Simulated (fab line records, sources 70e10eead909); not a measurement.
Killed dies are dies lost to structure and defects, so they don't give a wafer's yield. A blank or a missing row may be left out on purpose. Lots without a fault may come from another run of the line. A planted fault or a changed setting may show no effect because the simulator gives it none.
A struck lot beside a sound one | flow nand_harc | 18 steps out of a route of 1159
Sound: wafers L502.4, L502.5, L502.6. Struck: wafers L511.2, L511.3, L511.4. The cause comes at the end.
At each step with rows: each side's tool, then ch and its chambers, then its first start. Under that, the readings that differ: sound wafers | struck wafers | difference of the means | sigmas: that difference in standard deviations of wafers without a fault.
alike: readings whose means differ by less than 2 such deviations, and words and numbers that are the same on both sides. not compared: withheld readings, readings that some wafer has no value for, bounds like >300 that may hide the same value, and numbers for which the record gives no deviation and whose values overlap.
The two part at a step that has a row with sigmas, a row that says differs or no value, or rows on one side only. Numbers that don't overlap but have no deviation are shown without sigmas and don't part them. A reading that every wafer of one side lacks parts them only if that side has two wafers or more.

first, 2 steps without rows for these wafers: NHARC_P_STI_SRD_39; NHARC_P_STI_OXIDE_40 (material SiO2, target thk 10 nm, ox time 1362 s).
NHARC_P_STI_INSPECT_25:
  sound on defect_inspect-02, day 3 20:56; struck on defect_inspect-01, day 6 02:50
  alike: raw_defect_count
then, 9 steps without rows for these wafers: NHARC_P_GATE_ETCH_69 (etches SiO2 in dHF, target depth 14 nm); NHARC_P_GATE_PRECLEAN_70 (cleans in SC1); NHARC_P_GATE_SRD_01; NHARC_P_GATE_OXIDE_02 (material SiO2, target thk 37.5 nm, ox time 365 s); NHARC_P_GATE_DEHYDRATE_03 (time 120 s); NHARC_P_GATE_HMDS_04 (time 30 s); NHARC_P_GATE_COAT_05; NHARC_P_GATE_SOFTBAKE_06 (time 95 s); NHARC_P_GATE_EBR_07.
NHARC_P_GATE_EXPOSE_08: exposes mask P HV.
  sound on krf_scanner-01 ch 0, day 4 05:02; struck on krf_scanner-01 ch 0, day 6 12:59
  reading | sound                | struck                  | difference | sigmas
  mask    | P_HV#0 P_HV#0 P_HV#0 | P_NSD#0 P_NSD#0 P_NSD#0 | differs    |
then, 2 steps without rows for these wafers: NHARC_P_GATE_PEB_09 (peb time 85 s); NHARC_P_GATE_DEVELOP_10 (time 70 s).
NHARC_P_GATE_CD_MEAS_11: target cd 1640 nm.
  sound on cd_sem-01 ch 0, day 4 05:11; struck on cd_sem-02 ch 0, day 6 13:08
  reading    | sound                | struck | difference                    | sigmas
  cd_nm (nm) | 1638.5 1646.0 1642.7 | - - -  | no value on the struck wafers |
then, 1 step without rows for these wafers: NHARC_P_GATE_HARDBAKE_12 (time 80 s).
-- the record jumps here: 16 days lie between the struck wafers' starts before and after (it left off in module P_GATE and takes up again in module END, whose first step shown is number 1159 of the route) --
NHARC_END_SORT_01:
  sound on prober-02 ch 0, day 19 05:35; struck on prober-01 ch 0, day 22 02:41
  reading             | sound    | struck      | difference | sigmas
  killed_at_periphery | 1 1 7    | 636 644 646 | +639       | +99 or more
  killed_dies         | 33 39 40 | 677 677 677 | +640       | +58
  alike: killed_at_array, killed_at_other, killed_open, killed_short

WHERE THEY PART
First at NHARC_P_GATE_EXPOSE_08; last, within this record, at NHARC_END_SORT_01.

WHY: what the simulator had put in
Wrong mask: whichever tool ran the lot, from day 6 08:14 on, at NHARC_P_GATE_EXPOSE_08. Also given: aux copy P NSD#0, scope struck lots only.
